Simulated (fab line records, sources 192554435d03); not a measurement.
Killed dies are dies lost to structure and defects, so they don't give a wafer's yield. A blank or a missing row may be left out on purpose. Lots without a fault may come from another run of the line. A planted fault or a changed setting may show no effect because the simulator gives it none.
fab line records | flow n5_finfet | part 2 of 2: steps 21 to 27 of 27
record lots=5 wafers=15 last_day=18
route steps=1938 shown BEOL_M3@959
lots that met no fault: from a run of the same line without faults
start_h: hours from the record's first day to the start of the lot's first wafer shown | wait_h: hours since the lot's step before | " the same as in the row above | L1.1+2: a row that stands for several wafers | - no value, or no start given | * or withheld: withheld | < > ~ a bound
route shown NAME@n: a module of which the file shows steps, and the number in the route of the first | usual: mean/standard deviation of fault-free wafers | same: alike in all rows | chamber/n: place in a boat | sites: the reading at each site | _std_site: their standard deviation | _edge_site: outer sites' mean less inner sites' | radius_mm: how far each site lies from the wafer's centre | mask NAME#n: copy n | behind: the tool/chamber that last shaped the wafer | hold: why the lot was held/for how many hours/how that ended | device: the transistor (n, p or np) that didn't switch | end of line: the same wafers' tests at the end of the route | a step without rows: its recipe alone | killed: dies lost to structure and defects at the first sort, not the wafer's yield | map: a wafer's dies, x killed, . not, _ none there
set.NAME: the setting as run; set.NAME@STEP: as run at that earlier step | model.NAME: the simulator's own value behind a step, which no gauge read
lots at some steps of the route; a table a step, a row a wafer
services: from which hour (start_h, from the record's first day; less than 0 if before it) a tool's chamber was out of use, for how many hours, and why
## steps
# step N5_BEOL_M3_STRIP_36
# recipe chemistry=N2/H2 power_w=450 temp_c=40 pressure_mtorr=20 rf_frequency_hz=6e+07 overash_fraction=0.3 bias_power_w=7 h2_frac=0.5 n2_flow_sccm=200 h2_flow_sccm=200
# usual drypump_motor_current_A=5.7/0.38 oes_product_au=0.76/0.084 rf_vpp_V=59.2/1.4 showerhead_plenum_p_Torr=2.56/0.081 temp_c=39.98/0.12 throttle_valve_pct=23.54/0.26
# columns lot.wafer tool chamber start_h wait_h drypump_motor_current_A oes_product_au rf_hours_counter_h rf_vpp_V showerhead_plenum_p_Torr temp_c throttle_valve_pct
L075.4 rie_diel-06 0 148.03 0.0 5.7 0.69 232 60.9 2.62 39.93 23.58
L075.5 " 0 " " 5.8 0.70 - 60.0 2.62 39.89 23.53
L075.6 " 1 " " 5.7 0.74 - 56.6 2.44 40.08 23.60
L086.2 rie_diel-05 2 215.16 0.0 5.1 0.86 61 59.6 2.56 40.00 23.28
L086.4 " 3 " " 5.7 0.82 96 60.3 2.46 39.88 23.28
L086.6 " 2 " " 5.1 0.85 - 59.4 2.56 39.90 23.27
L090.1 rie_diel-06 3 243.52 0.0 5.2 0.74 184 58.4 2.63 40.14 23.20
L090.2 " 2 " " 5.9 0.71 223 61.3 2.61 40.18 23.55
L090.4 " 1 " " 5.8 0.72 170 59.1 2.42 40.03 23.61
L095.1 rie_diel-06 3 287.12 0.0 5.3 0.72 196 56.9 2.62 40.00 23.21
L095.3 " 0 " " 5.7 0.92 17 58.8 2.61 40.09 23.31
L095.5 " 3 " " 5.2 0.73 - 58.8 2.63 40.16 23.21
L096.2 rie_diel-06 3 297.51 0.0 5.2 0.73 201 58.8 2.62 39.93 23.24
L096.3 " 0 " " 5.7 0.95 22 61.5 2.60 39.90 23.29
L096.4 " 1 " " 5.8 0.71 187 56.8 2.42 39.73 23.64
# step N5_BEOL_M3_TRENCH_ETCH_37
# recipe chemistry=C4F6/O2 target_depth_a=555.55 target=SiOC time_s=29.2 ion_energy_ev=250 pressure_mtorr=30 source_w=355 bias_w=185 Ar_flow_sccm=300 C4F6_flow_sccm=10 O2_flow_sccm=10
# usual bias_w=185.0/0.57 drypump_motor_current_A=5.7/0.38 oes_product_au=0.76/0.084 rf_vpp_V=669/8.3 showerhead_plenum_p_Torr=2.86/0.089 throttle_valve_pct=20.89/0.22
# columns lot.wafer tool chamber start_h wait_h bias_w drypump_motor_current_A oes_product_au rf_hours_counter_h rf_vpp_V showerhead_plenum_p_Torr throttle_valve_pct
L075.4 rie_diel-06 0 - - 184.9 5.7 0.70 232 673 2.92 20.71
L075.5 " 0 " " 185.1 5.7 0.71 - 673 2.92 20.72
L075.6 " 1 " " 185.4 5.8 0.74 - 659 2.74 20.99
L086.2 rie_diel-05 2 - - 184.6 5.1 0.86 61 662 2.88 20.78
L086.4 " 3 " " 184.2 5.7 0.82 96 661 2.75 20.53
L086.6 " 2 " " 184.7 5.1 0.84 - 659 2.88 20.78
L090.1 rie_diel-06 3 - - 185.8 5.2 0.73 184 675 2.95 20.71
L090.2 " 2 " " 184.5 5.9 0.69 223 679 2.93 20.98
L090.4 " 1 " " 185.2 5.8 0.71 170 659 2.72 21.05
L095.1 rie_diel-06 3 - - 184.7 5.2 0.73 196 677 2.94 20.71
L095.3 " 0 " " 185.5 5.8 0.93 17 671 2.91 20.43
L095.5 " 3 " " 184.9 5.2 0.73 - 674 2.94 20.73
L096.2 rie_diel-06 3 - - 183.3 5.2 0.72 201 676 2.94 20.72
L096.3 " 0 " " 185.0 5.8 0.92 22 672 2.90 20.44
L096.4 " 1 " " 185.7 5.8 0.70 187 658 2.72 21.07
# step N5_BEOL_M3_ETCH_41
# recipe chemistry=CH3F/O2 target=SiCN target_depth_a=299 taper_deg=2 time_s=52.5 ion_energy_ev=120 mask_material=TiN pressure_mtorr=30 source_w=395 bias_w=75 Ar_flow_sccm=150 CH3F_flow_sccm=30 O2_flow_sccm=20
# usual CH3F_flow_sccm=29.99/0.1 bias_w=75.01/0.26 drypump_motor_current_A=5.7/0.38 oes_product_au=0.76/0.084 rf_vpp_V=297.7/1.6 showerhead_plenum_p_Torr=2.01/0.065 throttle_valve_pct=16.37/0.21
# columns lot.wafer tool chamber start_h wait_h CH3F_flow_sccm bias_w drypump_motor_current_A oes_product_au rf_hours_counter_h rf_vpp_V showerhead_plenum_p_Torr throttle_valve_pct
L075.4 rie_diel-06 0 - - 29.90 75.21 5.7 0.71 232 298.5 2.06 16.26
L075.5 " 0 " " 29.86 75.21 5.7 0.70 - 299.5 2.06 16.26
L075.6 " 1 " " 29.85 74.73 5.8 0.74 - 294.6 1.92 16.48
L086.2 rie_diel-05 2 - - 30.14 75.25 5.1 0.85 61 298.1 2.03 16.22
L086.4 " 3 " " 29.89 75.03 5.7 0.81 96 296.1 1.93 16.06
L086.6 " 2 " " 30.13 75.11 5.1 0.85 - 298.3 2.03 16.22
L090.1 rie_diel-06 3 - - 30.04 75.75 5.2 0.74 184 299.3 2.07 16.24
L090.2 " 2 " " 30.04 75.08 5.9 0.70 223 299.0 2.06 16.48
L090.4 " 1 " " 30.03 74.92 5.7 0.71 170 295.5 1.91 16.51
L095.1 rie_diel-06 3 - - 30.01 74.84 5.2 0.73 196 298.6 2.07 16.25
L095.3 " 0 " " 30.04 74.95 5.7 0.94 17 298.3 2.04 15.89
L095.5 " 3 " " 30.01 74.81 5.2 0.72 - 298.8 2.07 16.24
L096.2 rie_diel-06 3 - - 29.88 75.16 5.2 0.72 201 299.6 2.07 16.24
L096.3 " 0 " " 30.10 75.50 5.7 0.92 22 297.4 2.04 15.89
L096.4 " 1 " " 29.95 75.36 5.8 0.70 187 295.4 1.90 16.56
# step N5_BEOL_M3_STRIP_97
# recipe chemistry=N2/H2 time_s=10 power_w=450 temp_c=40 pressure_mtorr=20 rf_frequency_hz=6e+07 bias_power_w=7 n2_flow_sccm=200 h2_flow_sccm=200
# usual drypump_motor_current_A=5.7/0.38 oes_product_au=0.76/0.084 rf_vpp_V=59.3/0.88 showerhead_plenum_p_Torr=2.56/0.081 temp_c=39.99/0.11 throttle_valve_pct=23.55/0.26
# columns lot.wafer tool chamber start_h wait_h drypump_motor_current_A oes_product_au rf_hours_counter_h rf_vpp_V showerhead_plenum_p_Torr temp_c throttle_valve_pct
L075.4 rie_diel-06 0 - - 5.7 0.70 232 59.4 2.62 39.98 23.54
L075.5 " 0 " " 5.7 0.70 - 60.2 2.62 40.08 23.54
L075.6 " 1 " " 5.8 0.74 - 58.6 2.43 40.11 23.58
L086.2 rie_diel-05 2 - - 5.1 0.85 61 58.3 2.57 39.91 23.28
L086.4 " 3 " " 5.6 0.82 96 58.1 2.46 40.17 23.28
L086.6 " 2 " " 5.1 0.86 - 60.2 2.57 39.85 23.27
L090.1 rie_diel-06 3 - - 5.2 0.73 184 59.0 2.63 40.07 23.21
L090.2 " 2 " " 5.9 0.70 223 60.6 2.61 40.22 23.57
L090.4 " 1 " " 5.8 0.73 170 59.4 2.42 39.87 23.61
L095.1 rie_diel-06 3 - - 5.2 0.73 196 59.1 2.63 40.11 23.21
L095.3 " 0 " " 5.7 0.94 17 59.7 2.61 40.02 23.29
L095.5 " 3 " " 5.2 0.72 - 59.0 2.63 40.06 23.23
L096.2 rie_diel-06 3 - - 5.2 0.72 201 59.4 2.62 40.16 23.22
L096.3 " 0 " " 5.7 0.93 22 58.4 2.60 39.98 23.32
L096.4 " 1 " " 5.8 0.71 187 59.6 2.42 40.02 23.64
# step N5_BEOL_M3_OCD_MEAS_38
# usual trench_depth_nm=55.2/0.86
# columns lot.wafer tool chamber start_h wait_h trench_depth_nm
L075.4 ocd-02 - 148.23 - 55.0
L075.5 " - " " 55.8
L075.6 " - " " 54.1
L086.2 ocd-02 - 215.35 - 55.5
L086.4 " - " " 55.4
L086.6 " - " " 55.2
L090.1 ocd-02 - 243.71 - 54.4
L090.2 " - " " 54.0
L090.4 " - " " 53.8
L095.1 ocd-01 - 287.31 - 54.8
L095.3 " - " " 55.9
L095.5 " - " " 55.0
L096.2 ocd-01 - 297.71 - 54.6
L096.3 " - " " 56.2
L096.4 " - " " 53.3
# step N5_BEOL_M3_HM_STRIP_39
# recipe chemistry=peroxide_tin_strip material=TiN target_depth_a=250 temp_c=50 time_s=158
# usual temp_c=50.01/0.11
# columns lot.wafer tool chamber start_h wait_h temp_c
L075.4 wet_bench-02 0 148.26 0.0 50.07
L075.5 " 7 " " 49.74
L075.6 " 5 " " 50.02
L086.2 wet_bench-06 4 215.39 0.0 50.02
L086.4 " 6 " " 49.90
L086.6 " 7 " " 49.96
L090.1 wet_bench-02 5 243.74 0.0 49.93
L090.2 " 1 " " 50.11
L090.4 " 2 " " 49.94
L095.1 wet_bench-06 2 287.34 0.0 50.01
L095.3 " 4 " " 49.96
L095.5 " 3 " " 50.30
L096.2 wet_bench-02 7 297.74 0.0 50.15
L096.3 " 6 " " 50.18
L096.4 " 0 " " 50.19
# step N5_BEOL_M3_SRD_40
# recipe time_s=30 temp_c=23 rinse_liquid=diw dry=ipa_marangoni
# usual temp_c=22.99/0.11
# columns lot.wafer tool chamber start_h wait_h temp_c
L075.4 wet_bench-02 0 148.30 0.0 22.84
L075.5 " 7 " " 22.96
L075.6 " 5 " " 23.10
L086.2 wet_bench-06 4 215.43 0.0 22.86
L086.4 " 6 " " 23.06
L086.6 " 7 " " 23.09
L090.1 wet_bench-02 5 243.79 0.0 22.98
L090.2 " 1 " " 23.13
L090.4 " 2 " " 23.00
L095.1 wet_bench-06 2 287.39 0.0 22.87
L095.3 " 4 " " 23.13
L095.5 " 3 " " 23.02
L096.2 wet_bench-02 7 297.79 0.0 23.01
L096.3 " 6 " " 23.12
L096.4 " 0 " " 22.94
## services
# columns tool chamber start_h hours kind
euv_scanner-01 - 139.87 2.7 repair
euv_scanner-02 - 143.60 2.5 repair
rie_diel-05 0 149.24 2.4 repair
euv_scanner-02 - 153.10 63.5 repair
rie_diel-06 1 175.19 8.7 repair
euv_scanner-01 - 179.60 1.0 pm
euv_scanner-01 - 198.33 1.7 repair
rie_diel-06 0 208.32 - clean
rie_diel-06 0 208.32 - consumable_replace:focus_ring
rie_diel-06 0 208.32 17.7 scheduled_down
rie_diel-06 0 208.32 17.7 vent_cycle
euv_scanner-01 0 212.19 - calibration
euv_scanner-02 - 216.63 1.0 pm
euv_scanner-02 - 217.64 4.6 pm
euv_scanner-01 - 223.25 1.0 pm
ald_sin-01 2 224.58 12.5 repair
wet_bench-06 - 225.81 7.8 repair
euv_scanner-02 - 274.99 1.0 pm
euv_scanner-01 - 277.55 4.6 pm
ald_sin-01 1 281.73 4.8 repair
litho_track-04 - 296.84 - consumable_replace:filter
